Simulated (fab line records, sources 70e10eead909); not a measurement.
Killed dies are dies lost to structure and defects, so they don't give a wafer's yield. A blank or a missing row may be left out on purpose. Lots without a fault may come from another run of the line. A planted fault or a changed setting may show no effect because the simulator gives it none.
Chamber matching | flow nand_harc | NHARC_P_ZERO_WELL_DESCUM_39 on rie_diel-11: 4 sister chambers
The step chemistry O2, time 3 s. 18 wafers are shown with their chamber, then 9 later ones without.

WAFERS WITH THEIR CHAMBER
wafer  | chamber | drypump_motor_current_A (A) | showerhead_plenum_p_Torr (Torr) | oes_product_au (a.u.)
L218.3 | 0       | 5.7                         | 1.94                            | 0.991
L218.4 | 3       | 5.1                         | 1.95                            | 0.989
L218.5 | 0       | 5.7                         | 1.94                            | 0.993
L221.1 | 2       | 5.4                         | 1.90                            | 1.004
L221.2 | 0       | 5.7                         | 1.94                            | 0.995
L221.5 | 0       | 5.8                         | 1.94                            | 0.994
L225.2 | 3       | 5.1                         | 1.94                            | 0.997
L225.4 | 1       | 5.8                         | 1.91                            | 0.995
L225.5 | 2       | 5.4                         | 1.90                            | 0.996
L226.1 | 2       | 5.3                         | 1.90                            | 0.998
L226.2 | 1       | 5.8                         | 1.91                            | 0.994
L226.4 | 3       | 5.1                         | 1.94                            | 1.008
L232.2 | 3       | 5.1                         | 1.94                            | 0.998
L232.3 | 1       | 5.8                         | 1.90                            | 1.000
L232.6 | 2       | 5.4                         | 1.89                            | 1.011
L236.1 | 1       | 5.8                         | 1.90                            | 1.005
L236.2 | 3       | 5.1                         | 1.93                            | 0.996
L236.4 | 0       | 5.7                         | 1.93                            | 1.000

SIGNATURES (means of the wafers above)
reading                  | chamber 0 | chamber 1 | chamber 2 | chamber 3 | scatter within a chamber
drypump_motor_current_A  | 5.720     | 5.800     | 5.375     | 5.100     | 0.0333
showerhead_plenum_p_Torr | 1.9380    | 1.9050    | 1.8975    | 1.9400    | 0.0057
oes_product_au           | 0.99460   | 0.99850   | 1.00225   | 0.99760   | 0.00563
Rule: a wafer's distance from a chamber is the root of the sum, over the readings, of the square of ((its reading less the chamber's mean) divided by the reading's scatter). The wafer belongs to the nearest chamber; if the next one is less than 2 further off, it can't be placed. The scatter: the root of (the sum of the squares of (reading less its chamber's mean) over the shown wafers, divided by (wafers less chambers)).

WAFERS WITHOUT THEIR CHAMBER
wafer  | drypump_motor_current_A (A) | showerhead_plenum_p_Torr (Torr) | oes_product_au (a.u.)
L239.1 | 5.4                         | 1.89                            | 1.010
L239.2 | 5.8                         | 1.89                            | 0.998
L239.6 | 5.4                         | 1.89                            | 1.001
L240.1 | 5.8                         | 1.89                            | 0.986
L240.2 | 5.7                         | 1.92                            | 0.998
L240.5 | 5.8                         | 1.89                            | 1.008
L241.1 | 5.1                         | 1.93                            | 0.996
L241.3 | 5.9                         | 1.89                            | 1.004
L241.4 | 5.3                         | 1.88                            | 1.002

WHICH CHAMBER EACH WENT THROUGH
wafer  | from the rows above     | in truth
L239.1 | 2                       | 2
L239.2 | 1                       | 1
L239.6 | 2                       | 2
L240.1 | 1                       | 1
L240.2 | can't be placed: 0 or 1 | 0
L240.5 | 1                       | 1
L241.1 | 3                       | 3
L241.3 | 1                       | 1
L241.4 | 2                       | 2
Placed correctly: 8 of 9. Can't be placed from these rows: 1 (the true chamber is among the candidates in 1). Placed wrongly: 0.
